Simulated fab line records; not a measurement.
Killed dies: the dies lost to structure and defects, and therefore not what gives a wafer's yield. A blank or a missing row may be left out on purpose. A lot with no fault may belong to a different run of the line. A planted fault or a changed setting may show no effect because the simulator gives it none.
fab line records + flow n5Finfet
record:
- lots: 13
- wafers: 39
- lastDay: 19
route steps=1938 shown BEOL_M7@1312 MIM_BOT_LITHO@1863 PASSIVATION@1931
lots untouched by any fault: they come from a run of this same line in which no faults occurred
startH: start of the lot's first displayed wafer, in hours after the record's first day + waitH: time in hours since the lot's previous step + " unchanged from the row above + L1.1+2: several wafers, shown together as one row + - no value present, or no start provided + * or withheld: withheld + < > ~ a bound
route shown NAME@n: a module of which the file shows steps, and the number in the route of the first + usual: mean/standard deviation of fault-free wafers + same: alike in all rows + chamber/n: place in a boat + sites: per-site readings + _std_site: how widely they spread, as a standard deviation + _edge_site: mean of outer sites minus mean of inner sites + radiusMm: for every site, how far away it sits from the centre of the wafer + mask NAME#n: copy n + behind: the last tool/chamber to shape the wafer + hold: why the lot went on hold/how many hours it stayed there/how the hold came to an end + device: transistor that didn't switch, given as n, p or np + end of line: the same wafers' tests at the end of the route + a step given without rows: its recipe and nothing more + killed: dies lost to structure and defects at the first sort, not the wafer's yield + map: a wafer's dies, marking killed ones x, the rest . and places with no die _
set.NAME: the setting the step ran with; set.NAME@STEP: the setting that earlier step ran with + model.NAME: the simulator's own value behind a step, which no gauge read
steps of the route over a sample of lots; a table a step, a row a wafer
services: the hour from which a tool's chamber was out of use, counted from the record's first day as startH (under 0 if before that day), plus the number of hours and why
== steps ==
step: N5_BEOL_M7_HM_STRIP_39
recipe:
- chemistry: peroxideTinStrip
- material: TiN
- targetDepthA: 250
- tempC: 50
- timeS: 158
same:
- timeS: 158
| lot.wafer  | tool        | chamber | startH | waitH |
|------------|-------------|---------|--------|-------|
| L606.1+3+5 | wetBench-04 | 4,6,3   | 235.80 | 0.0   |
| L608.2+3+5 | wetBench-04 | 4,7,0   | 236.20 | 0.0   |
| L609.2+4+6 | wetBench-06 | 5,7,2   | 246.25 | 0.0   |
| L610.1+4+6 | wetBench-04 | 1,5,2   | 255.66 | 0.0   |
| L611.1+2+4 | wetBench-05 | 4,1,3   | 265.77 | 0.0   |
| L613.2+4+6 | wetBench-05 | 7,1,2   | 268.93 | 0.0   |
| L612.1+3+4 | wetBench-04 | 6,2,3   | 268.97 | 0.0   |
| L619.3+4+5 | wetBench-04 | 1,0,5   | 301.62 | 0.0   |
| L623.1+2+4 | wetBench-06 | 4,3,0   | 339.49 | 0.0   |
| L625.2+4+6 | wetBench-06 | 2,0,3   | 347.80 | 0.0   |
| L626.3+4+5 | wetBench-06 | 1,5,0   | 348.24 | 0.0   |
| L627.1+3+4 | wetBench-05 | 0,4,5   | 349.91 | 0.0   |
| L629.1+3+6 | wetBench-06 | 6,3,0   | 370.96 | 0.0   |
step: N5_MIM_BOT_LITHO_OVL_MEAS_11
recipe:
- pointsPerWafer: 44
usual:
- MIM_BOT_OVL: -4/5.1
| lot.wafer | tool       | chamber | startH | waitH | MIM_BOT_OVL[nm] |
|-----------|------------|---------|--------|-------|-----------------|
| L608.2    | overlay-02 | 0       | 313.43 | 0.0   | 0               |
| L608.3    | "          | 0       | "      | "     | -4              |
| L608.5    | "          | 0       | "      | "     | -6              |
| L606.1    | overlay-02 | 0       | 313.60 | 0.0   | -7              |
| L606.3    | "          | 0       | "      | "     | -10             |
| L606.5    | "          | 0       | "      | "     | -6              |
| L609.2    | overlay-02 | 0       | 314.03 | 0.0   | 1               |
| L609.4    | "          | 0       | "      | "     | -2              |
| L609.6    | "          | 0       | "      | "     | 0               |
| L610.1    | overlay-01 | 0       | 327.17 | 0.0   | 1               |
| L610.4    | "          | 0       | "      | "     | -3              |
| L610.6    | "          | 0       | "      | "     | -8              |
| L613.2    | overlay-02 | 0       | 337.38 | 0.0   | -5              |
| L613.4    | "          | 0       | "      | "     | -15             |
| L613.6    | "          | 0       | "      | "     | -12             |
| L611.1    | overlay-02 | 0       | 337.57 | 0.0   | 9               |
| L611.2    | "          | 0       | "      | "     | -1              |
| L611.4    | "          | 0       | "      | "     | -1              |
| L612.1    | overlay-01 | 0       | 337.91 | 0.0   | -18             |
| L612.3    | "          | 0       | "      | "     | -12             |
| L612.4    | "          | 0       | "      | "     | -12             |
| L619.3    | overlay-02 | 0       | 373.00 | 0.0   | -5              |
| L619.4    | "          | 0       | "      | "     | 1               |
| L619.5    | "          | 0       | "      | "     | -1              |
| L623.1    | overlay-01 | 0       | 415.54 | 0.0   | -11             |
| L623.2    | "          | 0       | "      | "     | -7              |
| L623.4    | "          | 0       | "      | "     | -3              |
| L627.1    | overlay-01 | 0       | 416.73 | 0.0   | -1              |
| L627.3    | "          | 0       | "      | "     | -5              |
| L627.4    | "          | 0       | "      | "     | -16             |
| L626.3    | overlay-02 | 0       | 427.22 | 0.0   | -5              |
| L626.4    | "          | 0       | "      | "     | -7              |
| L626.5    | "          | 0       | "      | "     | -2              |
| L625.2    | overlay-02 | 0       | 434.25 | 0.0   | -6              |
| L625.4    | "          | 0       | "      | "     | -6              |
| L625.6    | "          | 0       | "      | "     | -6              |
| L629.1    | overlay-01 | 0       | 440.28 | 0.0   | -7              |
| L629.3    | "          | 0       | "      | "     | -1              |
| L629.6    | "          | 0       | "      | "     | -8              |
step: N5_PASSIVATION_STRIP_48
recipe:
- chemistry: O2
- powerW: 600
- tempC: 60
- pressureMtorr: 30
- rfFrequencyHz: 6e+07
- biasPowerW: 0
- overashFraction: 0.5
- o2FlowSccm: 225
usual:
- drypumpMotorCurrentA: 5.8/0.44
- oesProductAu: 0.81/0.059
- rfVppV: 3.4/2.5
- showerheadPlenumPTorr: 2.11/0.097
- throttleValvePct: 16.68/0.26
| lot.wafer | tool       | chamber | startH | waitH | drypumpMotorCurrentA | oesProductAu | rfHoursCounterH | rfVppV | showerheadPlenumPTorr | throttleValvePct |
|-----------|------------|---------|--------|-------|----------------------|--------------|-----------------|--------|-----------------------|------------------|
| L608.2    | rieDiel-01 | 0       | 319.03 | 0.1   | 5.6                  | 0.82         | 72              | 6.1    | 2.02                  | 16.56            |
| L608.3    | "          | 2       | "      | "     | 5.0                  | 0.85         | 57              | 7.3    | 2.02                  | 16.39            |
| L608.5    | "          | 0       | "      | "     | 5.7                  | 0.83         | -               | 2.9    | 2.02                  | 16.55            |
| L606.1    | rieDiel-05 | 3       | 323.98 | 0.1   | 5.5                  | 0.85         | 31              | 0.6    | 2.13                  | 16.67            |
| L606.3    | "          | 2       | "      | "     | 5.6                  | 0.78         | 106             | 1.9    | 2.21                  | 16.70            |
| L606.5    | "          | 2       | "      | "     | 5.6                  | 0.76         | -               | 5.7    | 2.21                  | 16.67            |
| L609.2    | rieDiel-01 | 3       | 324.33 | 0.1   | 6.4                  | 0.78         | 84              | 0      | 2.22                  | 16.93            |
| L609.4    | "          | 3       | "      | "     | 6.5                  | 0.80         | -               | 2.7    | 2.22                  | 17.00            |
| L609.6    | "          | 2       | "      | "     | 5.1                  | 0.82         | -               | 3.5    | 2.02                  | 16.34            |
| L610.1    | rieDiel-05 | 3       | 334.06 | 0.1   | 5.5                  | 0.85         | 35              | 3.5    | 2.13                  | 16.62            |
| L610.4    | "          | 1       | "      | "     | 5.6                  | 0.80         | 67              | 3.9    | 2.03                  | 16.56            |
| L610.6    | "          | 1       | "      | "     | 5.6                  | 0.85         | -               | 0      | 2.03                  | 16.56            |
| L613.2    | rieDiel-05 | 0       | 343.55 | 0.1   | 5.5                  | 0.76         | 171             | 3.8    | 1.93                  | 17.14            |
| L613.4    | "          | 2       | "      | "     | 5.7                  | 0.82         | 114             | 6.8    | 2.21                  | 16.65            |
| L613.6    | "          | 0       | "      | "     | 5.5                  | 0.74         | -               | 4.6    | 1.93                  | 17.14            |
| L611.1    | rieDiel-03 | 3       | 346.04 | 0.1   | 6.4                  | 0.66         | 249             | 2.9    | 2.07                  | 16.79            |
| L611.2    | "          | 1       | "      | "     | 5.4                  | 0.77         | 112             | 4.6    | 2.19                  | 16.67            |
| L611.4    | "          | 2       | "      | "     | 5.6                  | 0.88         | 33              | 1.7    | 2.25                  | 16.68            |
| L612.1    | rieDiel-03 | 3       | 346.64 | 0.1   | 6.4                  | 0.67         | 250             | 4.6    | 2.07                  | 16.75            |
| L612.3    | "          | 1       | "      | "     | 5.5                  | 0.77         | 113             | 3.7    | 2.19                  | 16.77            |
| L612.4    | "          | 0       | "      | "     | 5.7                  | 0.86         | 51              | 0.1    | 2.21                  | 16.30            |
| L619.3    | rieDiel-01 | 3       | 381.77 | 0.1   | 6.5                  | 0.80         | 112             | 7.2    | 2.21                  | 17.09            |
| L619.4    | "          | 3       | "      | "     | 6.4                  | 0.79         | -               | 2.1    | 2.21                  | 17.09            |
| L619.5    | "          | 2       | "      | "     | 5.1                  | 0.81         | -               | 4.0    | 2.01                  | 16.44            |
| L623.1    | rieDiel-01 | 1       | 422.85 | 0.1   | 5.8                  | 0.76         | 156             | 1.8    | 2.03                  | 16.76            |
| L623.2    | "          | 2       | "      | "     | 5.0                  | 0.81         | 101             | 3.4    | 2.01                  | 16.40            |
| L623.4    | "          | 2       | "      | "     | 5.1                  | 0.80         | -               | 4.1    | 2.01                  | 16.42            |
| L627.1    | rieDiel-05 | 2       | 427.76 | 0.1   | 5.7                  | 0.75         | 139             | 0      | 2.20                  | 16.82            |
| L627.3    | "          | 1       | "      | "     | 5.5                  | 0.75         | 104             | 2.4    | 2.02                  | 16.67            |
| L627.4    | "          | 0       | "      | "     | 5.6                  | 0.71         | 204             | 3.5    | 1.92                  | 17.19            |
| L626.3    | rieDiel-05 | 0       | 435.67 | 0.1   | 5.5                  | 0.69         | 206             | 1.2    | 1.92                  | 17.17            |
| L626.4    | "          | 1       | "      | "     | 5.5                  | 0.78         | 106             | 7.0    | 2.01                  | 16.66            |
| L626.5    | "          | 3       | "      | "     | 5.5                  | 0.79         | -               | 2.3    | 2.12                  | 16.75            |
| L625.2    | rieDiel-01 | 1       | 442.07 | 0.3   | 5.9                  | 0.78         | 164             | 7.6    | 2.03                  | 16.69            |
| L625.4    | "          | 1       | "      | "     | 5.8                  | 0.79         | -               | 8.1    | 2.03                  | 16.74            |
| L625.6    | "          | 3       | "      | "     | 6.4                  | 0.77         | -               | 1.2    | 2.20                  | 17.09            |
| L629.1    | rieDiel-03 | 1       | 448.30 | 0.1   | 5.5                  | 0.77         | 150             | 1.5    | 2.18                  | 16.84            |
| L629.3    | "          | 3       | "      | "     | 6.6                  | 0.89         | 30              | 3.1    | 2.06                  | 16.37            |
| L629.6    | "          | 3       | "      | "     | 6.4                  | 0.86         | -               | 3.2    | 2.07                  | 16.32            |
step: N5_PASSIVATION_PROBE_49
usual:
- defectLimitedYield: 91.0/1.4
- killed_at_M0_to_M3: 33/11
- killed_at_M4_up: 14/5
- killedAtContacts: 11/7.3
- killedAtFrontEnd: 43/12
- killedAtOther: 4/3.1
- killedDies: 106/17
- killedOpen: 69/13
- killedShort: 34/8.7
- sort_bin_5_function: 5.2/0.96
- sort_bin_6_memory: 3.3/0.66
- sortNPass: 1074/17
- sortYieldPct: 91.0/1.4
same:
- grossDies: 1180
- killedAtBackSide: 0
- sort_bin_4_leakage[%]: 0
- sort_bin_8_speed[%]: 0
| lot.wafer | tool      | chamber | startH | waitH | defectLimitedYield[%] | killed_at_M0_to_M3 | killed_at_M4_up | killedAtContacts | killedAtFrontEnd | killedAtOther | killedDies | killedOpen | killedShort | sort_bin_5_function[%] | sort_bin_6_memory[%] | sortNPass | sortYieldPct[%] |
|-----------|-----------|---------|--------|-------|-----------------------|--------------------|-----------------|------------------|------------------|---------------|------------|------------|-------------|------------------------|----------------------|-----------|-----------------|
| L619.3    | prober-02 | -       | 384.38 | 0.1   | 91.7                  | 27                 | 5               | 17               | 43               | 6             | 98         | 59         | 39          | 4.4                    | 3.3                  | 1082      | 91.7            |
| L619.4    | prober-02 | -       | 384.43 | 0.2   | 84.3                  | 20                 | 105             | 15               | 38               | 7             | 185        | 55         | 34          | 9.7                    | 4.9                  | 995       | 84.3            |
| L619.5    | prober-02 | -       | 384.48 | 0.2   | 90.3                  | 44                 | 10              | 13               | 42               | 6             | 115        | 82         | 33          | 5.3                    | 4.1                  | 1065      | 90.3            |
| L623.1    | prober-02 | -       | 425.35 | 0.0   | 89.3                  | 27                 | 18              | 19               | 61               | 1             | 126        | 87         | 38          | 5.9                    | 4.2                  | 1054      | 89.3            |
| L623.2    | prober-02 | -       | 425.40 | 0.1   | 89.5                  | 52                 | 16              | 9                | 43               | 4             | 124        | 77         | 46          | 6.3                    | 3.8                  | 1056      | 89.5            |
| L623.4    | prober-02 | -       | 425.50 | 0.2   | 91.7                  | 21                 | 19              | 15               | 36               | 7             | 98         | 67         | 29          | 4.7                    | 3.1                  | 1082      | 91.7            |
| L626.4    | prober-01 | -       | 438.33 | 0.2   | 89.2                  | 49                 | 28              | 17               | 31               | 2             | 127        | 92         | 32          | 6.5                    | 4.0                  | 1053      | 89.2            |
killed by level:class
L619.3 BEOL_M0_SAQP:geometricParticle:short=14 MOL_CONTACT_COAG:geometricParticle:open=14 STI_FIN_REVEAL:geometricParticle:open=11 FIN_SAQP:geometricParticle:open=10 FIN_SAQP:geometricParticle:short=5 STI_FIN_REVEAL:geometricParticle:short=4 DUMMY_GATE:geometricParticle:open=4 BEOL_M0_SAQP:geometricParticle:open=4
L619.4 BEOL_M7:unspecified=95 MOL_CONTACT_COAG:geometricParticle:open=13 STI_FIN_REVEAL:geometricParticle:open=9 FIN_SAQP:geometricParticle:open=8 FIN_SAQP:geometricParticle:short=6 BEOL_M1:geometricParticle:open=6 BEOL_M0_SAQP:geometricParticle:short=5 STI_FIN_REVEAL:geometricParticle:short=4
L619.5 STI_FIN_REVEAL:geometricParticle:open=15 BEOL_M0_SAQP:geometricParticle:open=13 BEOL_M0_SAQP:geometricParticle:short=12 MOL_CONTACT_COAG:geometricParticle:open=11 FIN_SAQP:geometricParticle:open=10 BEOL_M1:geometricParticle:open=7 BEOL_M1:geometricParticle:short=5 BEOL_M2:geometricParticle:open=5
L623.1 MOL_CONTACT_COAG:geometricParticle:open=19 FIN_SAQP:geometricParticle:open=17 FIN_SAQP:geometricParticle:short=14 BEOL_M5:geometricParticle:open=7 DUMMY_GATE:geometricParticle:open=6 BEOL_M3:geometricParticle:short=5 STI_FIN_REVEAL:geometricParticle:open=5 GATE_CUT:geometricParticle:open=5
L623.2 BEOL_M1:geometricParticle:open=15 STI_FIN_REVEAL:geometricParticle:open=13 BEOL_M0_SAQP:geometricParticle:short=12 BEOL_M3:geometricParticle:open=12 GATE_CUT:geometricParticle:short=10 MOL_CONTACT_COAG:geometricParticle:open=8 BEOL_M5:geometricParticle:open=8 FIN_SAQP:geometricParticle:short=6
L623.4 MOL_CONTACT_COAG:geometricParticle:open=12 STI_FIN_REVEAL:geometricParticle:open=10 BEOL_M3:geometricParticle:open=6 BEOL_M4:geometricParticle:open=6 BEOL_M0_SAQP:geometricParticle:short=5 MIM_TOP:geometricParticle:open=5 FIN_SAQP:geometricParticle:short=4 FIN_SAQP:geometricParticle:open=4
L626.4 BEOL_M4:geometricParticle:open=18 MOL_CONTACT_COAG:geometricParticle:open=13 BEOL_M3:geometricParticle:open=11 BEOL_M2:geometricParticle:open=10 BEOL_M0_SAQP:geometricParticle:open=7 STARTING-WAFER:geometricParticle:open=6 FIN_SAQP:geometricParticle:open=6 BEOL_M0:geometricParticle:open=6
== services ==
| tool        | chamber | startH | hours | kind                         |
|-------------|---------|--------|-------|------------------------------|
| rieDiel-03  | 2       | 243.45 | -     | clean                        |
| rieDiel-03  | 2       | 243.45 | -     | consumableReplace:focusRing  |
| rieDiel-03  | 2       | 243.45 | -     | consumableReplace:showerhead |
| rieDiel-03  | 2       | 243.45 | 24.1  | scheduledDown                |
| rieDiel-03  | 2       | 243.45 | 24.1  | ventCycle                    |
| rieDiel-03  | -       | 255.51 | 15.6  | pm                           |
| rieDiel-05  | -       | 266.94 | 15.6  | pm                           |
| rieDiel-01  | -       | 288.94 | 2.8   | pm                           |
| rieDiel-05  | 0       | 293.56 | 3.4   | repair                       |
| wetBench-04 | -       | 345.69 | 7.7   | repair                       |
| rieDiel-03  | 3       | 348.27 | -     | clean                        |
| rieDiel-03  | 3       | 348.27 | -     | consumableReplace:focusRing  |
| rieDiel-03  | 3       | 348.27 | 19.9  | scheduledDown                |
| rieDiel-03  | 3       | 348.27 | 19.9  | ventCycle                    |
| wetBench-06 | -       | 350.08 | 1.9   | pm                           |
| rieDiel-05  | 2       | 381.55 | 8.7   | repair                       |
| rieDiel-01  | 2       | 385.76 | 11.6  | repair                       |
| rieDiel-01  | 2       | 437.56 | 4.9   | repair                       |
| rieDiel-05  | 3       | 444.32 | 3.9   | repair                       |
| wetBench-06 | -       | 447.83 | 3.2   | repair                       |
== key ==
firstSign:
- step: N5_PASSIVATION_PROBE_49
- reading: killed_at_M4_up
- direction: up
- sigmas: 18
- usual: 14
- struck: 105
effect:
- step: N5_PASSIVATION_PROBE_49
- reading: defectLimitedYield
- direction: down
- sigmas: 4.7
- usual: 91.0
- struck: 84.3
moreKillsBornAt:
- N5_BEOL_M7_HM_STRIP_39@wetBench-04: 95
metAt N5_BEOL_M7_HM_STRIP_39
struckLots L619
struckWafers L619.4
notActingAt N5_MIM_BOT_LITHO_OVL_MEAS_11,N5_PASSIVATION_STRIP_48
onsetBetween 236.20 301.62
fault:
- kind: chamberParticleSource
- tool: wetBench-04
- chamber: 0
- onsetH: 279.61
- steps: N5_BEOL_M7_HM_STRIP_39
- ratePerVisitCm2: 0.43082
- endH: 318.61
